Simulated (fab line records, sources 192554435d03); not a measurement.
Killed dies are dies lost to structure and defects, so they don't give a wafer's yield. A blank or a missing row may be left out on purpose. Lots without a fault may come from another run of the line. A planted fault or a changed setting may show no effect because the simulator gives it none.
Problem report in the 8D (eight disciplines) form, filled by code | flow n5_finfet | the parts of the form that need people (team, actions taken, sign-off) are left out

1. THE PROBLEM
killed_at_contacts at N5_PASSIVATION_PROBE_49 reads a mean of 119 on 2 wafers of 1 lot; wafers without a fault read 12 with a standard deviation of 6.7. That is +16 standard deviations from the usual mean.
First seen on wafer L280.3, day 19 00:27, on prober-01. The record holds 2 wafers of 1 lot with a number at this step. Rule for "out", or "out of limits": more than 4 standard deviations from the usual mean. The other wafers with a number count as sound.

2. WHAT IT IS AND WHAT IT IS NOT
question                    | is                                                                                                      | is not
which readings at this step | killed_at_contacts, defect_limited_yield, killed_dies, sort_bin_5_function, sort_n_pass, sort_yield_pct | killed_at_M0_to_M3, killed_at_M4_up, killed_at_front_end, killed_at_other, killed_open, killed_short
which lots                  | L280                                                                                                    | -
which wafers of those lots  | all that have a number                                                                                  | -
read on which tools         | prober-01                                                                                               | -
when                        | from day 19 00:27                                                                                       | up to then (0 sound wafers)

3. SUSPECTS, AND WHAT RULES EACH OUT
Counting: a tool at a process step up to the reading stays a suspect if it ran every lot that is out and no sound lot after the first of them.
- rie_diel-03 at N5_MOL_CONTACT_COAG_ETCH_67 (etches SOC in N2/H2, target depth 60 nm, overetch 21 nm, time 101.2 s): kept. It ran the lot that is out, L280 (day 10 15:23), and no sound lot after that.
- plasma_asher-01 at N5_MOL_CONTACT_COAG_STRIP_49 (strips in N2/H2, time 30 s): kept. It ran the lot that is out, L280 (day 10 15:44), and no sound lot after that.
- cvd_w-01 at N5_MOL_CONTACT_COAG_CVD_140 (deposits W, target thk 66.5 nm, time 215 s): kept. It ran the lot that is out, L280 (day 10 16:04), and no sound lot after that.
- pecvd-01 at N5_BEOL_M0_SAQP_PECVD_00 (deposits SiCN from 3MS/NH3, target thk 8 nm, time 14 s): kept. It ran the lot that is out, L280 (day 10 20:01), and no sound lot after that.
- pvd_sputter-02 at N5_BEOL_M0_SAQP_HM_DEP_02 (deposits TiN, target thk 12 nm): kept. It ran the lot that is out, L280 (day 10 20:23), and no sound lot after that.
- pecvd-01 at N5_BEOL_M0_SAQP_HM_DEP_111 (deposits SiO2 from SiH4/N2O, target thk 12 nm, time 7.2 s): kept. It ran the lot that is out, L280 (day 10 20:45), and no sound lot after that.
- prober-01 at N5_PASSIVATION_PROBE_49: kept. It ran the lot that is out, L280 (day 19 00:27), and no sound lot after that. Its own readings are out on those wafers: defect_limited_yield, killed_at_contacts, killed_dies, sort_bin_5_function, sort_n_pass, sort_yield_pct.
Left after counting: rie_diel-03 at N5_MOL_CONTACT_COAG_ETCH_67, plasma_asher-01 at N5_MOL_CONTACT_COAG_STRIP_49, cvd_w-01 at N5_MOL_CONTACT_COAG_CVD_140, pecvd-01 at N5_BEOL_M0_SAQP_PECVD_00, pvd_sputter-02 at N5_BEOL_M0_SAQP_HM_DEP_02, pecvd-01 at N5_BEOL_M0_SAQP_HM_DEP_111, prober-01 at N5_PASSIVATION_PROBE_49.

4. THE CAUSE (what the simulator had put in)
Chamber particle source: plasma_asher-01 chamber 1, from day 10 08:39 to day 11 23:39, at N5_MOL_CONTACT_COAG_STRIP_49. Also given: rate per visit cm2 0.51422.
Counting left 7 suspects, and this tool is among them.

5. THE CHAIN OF EFFECTS, in route order
Each row: a reading whose mean over the struck wafers that have a number lies more than 3 standard deviations from the usual. Only readings for which the record gives a usual standard deviation are gone through. hours: the time from each lot's start at the first step in this table that gives one to its start at this step, as a median over the lots. sigmas: the change in usual standard deviations.
hours | step                    | reading              | usual  | on struck wafers | change | sigmas
0     | N5_PASSIVATION_PROBE_49 | defect_limited_yield | 91.1 % | 83.2             | -7.9   | -5.3
0     | N5_PASSIVATION_PROBE_49 | killed_at_contacts   | 12     | 119              | +107   | +16
0     | N5_PASSIVATION_PROBE_49 | killed_dies          | 105    | 198              | +94    | +5.5
0     | N5_PASSIVATION_PROBE_49 | sort_bin_5_function  | 5.2 %  | 10.7             | +5.5   | +6.0
0     | N5_PASSIVATION_PROBE_49 | sort_n_pass          | 1075   | 982              | -94    | -5.5
0     | N5_PASSIVATION_PROBE_49 | sort_yield_pct       | 91.1 % | 83.2             | -7.9   | -5.3
The process steps in it:
- N5_PASSIVATION_PROBE_49

6. WHAT WOULD HAVE CAUGHT IT SOONER
In this record the first reading out of limits was taken at day 19 00:27, 208 hours after the fault began at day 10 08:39.
Of the tool readings at N5_MOL_CONTACT_COAG_STRIP_49 for which the record gives a usual standard deviation, none was out on any struck wafer, so an alarm limit of 4 standard deviations on them would not have fired.
All the lots that are out (1) had begun N5_MOL_CONTACT_COAG_STRIP_49 on plasma_asher-01 by day 19 00:27. A hold on the tool at that time would have spared none of them.
